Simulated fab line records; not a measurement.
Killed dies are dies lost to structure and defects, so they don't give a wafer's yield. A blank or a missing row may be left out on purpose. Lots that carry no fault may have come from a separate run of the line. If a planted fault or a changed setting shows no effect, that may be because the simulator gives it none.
A struck lot beside a sound one | flow nand-harc | 13 out of 1302 route steps
Sound: the wafers L935.1, L935.2, L935.4. The struck wafers were L947.4, L947.5, L947.6. The cause comes at the end.
Each step with rows lists, per side, the tool, then ch with its chambers, then its first start. Under that, the readings that differ: sound wafers | struck wafers | difference of the means | sigmas: that difference in standard deviations of wafers without a fault.
alike: same words and numbers on both sides, and readings whose means sit less than 2 such deviations apart. not compared: any withheld reading, any reading some wafer has no value for, any bound like >300 that may hide the same value, and any number with overlapping values for which the record gives no deviation.
The two part at a step that has a row with sigmas, a row that says differs or no value, or rows on one side only. Non-overlapping numbers with no deviation appear without sigmas and do not part them. A reading missing from all wafers of one side parts the sides only when that side holds two or more wafers.

NHARC_A_STAIRCASE_TRIM_226: chemistry O2, time 211.2 s.
  sound: rie-diel-11 ch 0,2,3; struck: rie-diel-11 ch 0,1,2
  alike: drypump-motor-current-A, mfc-ar-sccm, oes-product-au, rf-vpp-V, showerhead-plenum-p-Torr, throttle-valve-pct
  not compared: rf-hours-counter-h
then, 1 step without rows for these wafers: NHARC_A_STAIRCASE_ETCH_227 (etches the open film in C4F8/O2, target depth 100 nm, time 40.5 s).
NHARC_A_STAIRCASE_TRIM_229: chemistry O2, time 211.2 s.
  sound on rie-diel-11 ch 1,2,3, day 16 09:40; struck on rie-diel-11 ch 0,1,2, day 22 05:04
  alike: drypump-motor-current-A, mfc-ar-sccm, oes-product-au, rf-vpp-V, showerhead-plenum-p-Torr, throttle-valve-pct
  not compared: rf-hours-counter-h
then, 2 steps without rows for these wafers: NHARC_A_STAIRCASE_ETCH_230 (etches the open film in C4F8/O2, target depth 100 nm, time 40.5 s); NHARC_A_STAIRCASE_TRIM_231 (chemistry O2, time 211.2 s).
NHARC_A_STAIRCASE_ETCH_232: etches the open film in C4F8/O2, target depth 100 nm, time 40.5 s.
  sound: rie-diel-11 ch 1,2,3; struck: rie-diel-11 ch 0,2,3
  alike: oes-product-au, rf-vpp-V
  not compared: rf-hours-counter-h
NHARC_A_STAIRCASE_TRIM_233: chemistry O2, time 211.2 s.
  sound: rie-diel-11 ch 0,1,2; struck: rie-diel-11 ch 2,3
  alike: drypump-motor-current-A, mfc-ar-sccm, oes-product-au, rf-vpp-V, showerhead-plenum-p-Torr, throttle-valve-pct
  not compared: rf-hours-counter-h
NHARC_A_STAIRCASE_ETCH_234: etches the open film in C4F8/O2, target depth 100 nm, time 40.5 s.
  sound: rie-diel-11 ch 1,2,3; struck: rie-diel-11 ch 0,3
  alike: oes-product-au, rf-vpp-V
  not compared: rf-hours-counter-h
then, 2 steps without rows for these wafers: NHARC_A_STAIRCASE_TRIM_235 (chemistry O2, time 211.2 s); NHARC_A_STAIRCASE_ETCH_236 (etches the open film in C4F8/O2, target depth 100 nm, time 40.5 s).
NHARC_A_STAIRCASE_STRIP_238: strips in O2.
  sound on plasma-asher-01 ch 0,1, day 16 11:10; struck on plasma-asher-02 ch 0,1, day 22 06:14
  no value came back on the struck wafers for drypump-motor-current-A (A), heater-power-w (W), temp-c (C); on the sound wafers drypump-motor-current-A (A) reads 6.3 5.7 5.7
  not compared: rf-hours-counter-h
then, 1 step without rows for these wafers: NHARC_A_STAIRCASE_STRIP_239 (strips in SPM, time 900 s).
-- record jumps: 9 days between struck wafers' starts before vs after; left off in module A_STAIRCASE, resumes in module END, first step shown is number 1302 of the route --
NHARC_END_SORT_01:
  at this point the record logs the struck wafers (prober-02 ch 0, day 30 21:56) and has no rows for the sound ones

WHERE THEY PART
Last at NHARC_END_SORT_01 as far as this record goes, first at NHARC_A_STAIRCASE_STRIP_238.

WHY: the cause the simulator had injected
Skipped step whole: plasma-asher-02, from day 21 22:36 on, at NHARC_A_STAIRCASE_STRIP_238. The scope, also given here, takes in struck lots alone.
